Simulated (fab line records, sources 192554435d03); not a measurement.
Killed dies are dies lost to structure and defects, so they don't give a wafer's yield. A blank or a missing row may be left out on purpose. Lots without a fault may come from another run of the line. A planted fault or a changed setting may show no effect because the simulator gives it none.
Chamber matching | flow n5_finfet | N5_BEOL_M2_ALD_98 on ald_sin-03: 4 sister chambers
The step deposits SiO2, target thk 2.5 nm, pulse time 1 s, co reactant pulse time 1 s. 16 wafers are shown with their chamber, then 8 later ones without.

WAFERS WITH THEIR CHAMBER
wafer  | chamber | heater_power_w (W) | heater_power_outer_w (W) | precursor_pulse_height_rel
L076.2 | 1       | 74                 | 40                       | 0.967
L076.5 | 1       | 75                 | 41                       | 0.951
L076.6 | 0       | 73                 | 37                       | 0.983
L075.1 | 2       | 81                 | 40                       | 0.995
L075.4 | 3       | 83                 | 46                       | 1.003
L075.5 | 3       | 83                 | 45                       | 1.011
L084.1 | 3       | 85                 | 45                       | 1.002
L084.3 | 0       | 73                 | 38                       | 1.003
L084.5 | 2       | 78                 | 38                       | 1.006
L092.3 | 2       | 76                 | 38                       | 0.979
L092.5 | 1       | 75                 | 39                       | 0.992
L092.6 | 0       | 73                 | 39                       | 1.028
L094.1 | 0       | 73                 | 38                       | 1.045
L094.3 | 1       | 75                 | 41                       | 1.009
L094.4 | 2       | 75                 | 38                       | 0.988
L095.1 | 3       | 84                 | 45                       | 1.007

SIGNATURES (means of the wafers above)
reading                    | chamber 0 | chamber 1 | chamber 2 | chamber 3 | scatter within a chamber
heater_power_w             | 73.00     | 74.75     | 77.50     | 83.75     | 1.43
heater_power_outer_w       | 38.00     | 40.25     | 38.50     | 45.25     | 0.842
precursor_pulse_height_rel | 1.01475   | 0.97975   | 0.99200   | 1.00575   | 0.0197
Rule: a wafer's distance from a chamber is the root of the sum, over the readings, of the square of ((its reading less the chamber's mean) divided by the reading's scatter). The wafer belongs to the nearest chamber; if the next one is less than 2 further off, it can't be placed. The scatter: the root of (the sum of the squares of (reading less its chamber's mean) over the shown wafers, divided by (wafers less chambers)).

WAFERS WITHOUT THEIR CHAMBER
wafer  | heater_power_w (W) | heater_power_outer_w (W) | precursor_pulse_height_rel
L095.3 | 74                 | 39                       | 1.008
L095.6 | 76                 | 40                       | 1.010
L096.1 | 76                 | 39                       | 1.011
L096.5 | 73                 | 38                       | 0.995
L096.6 | 76                 | 40                       | 0.996
L097.2 | 73                 | 42                       | 1.036
L097.3 | 75                 | 38                       | 1.032
L097.6 | 78                 | 38                       | 0.993

WHICH CHAMBER EACH WENT THROUGH
wafer  | from the rows above          | in truth
L095.3 | can't be placed: 0 or 1 or 2 | 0
L095.6 | can't be placed: 1 or 2 or 0 | 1
L096.1 | can't be placed: 2 or 1 or 0 | 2
L096.5 | 0                            | 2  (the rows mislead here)
L096.6 | can't be placed: 1 or 2      | 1
L097.2 | can't be placed: 1 or 0 or 2 | 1
L097.3 | can't be placed: 0 or 2      | 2
L097.6 | 2                            | 2
Placed correctly: 1 of 8. Can't be placed from these rows: 6 (the true chamber is among the candidates in 6). Placed wrongly: 1.
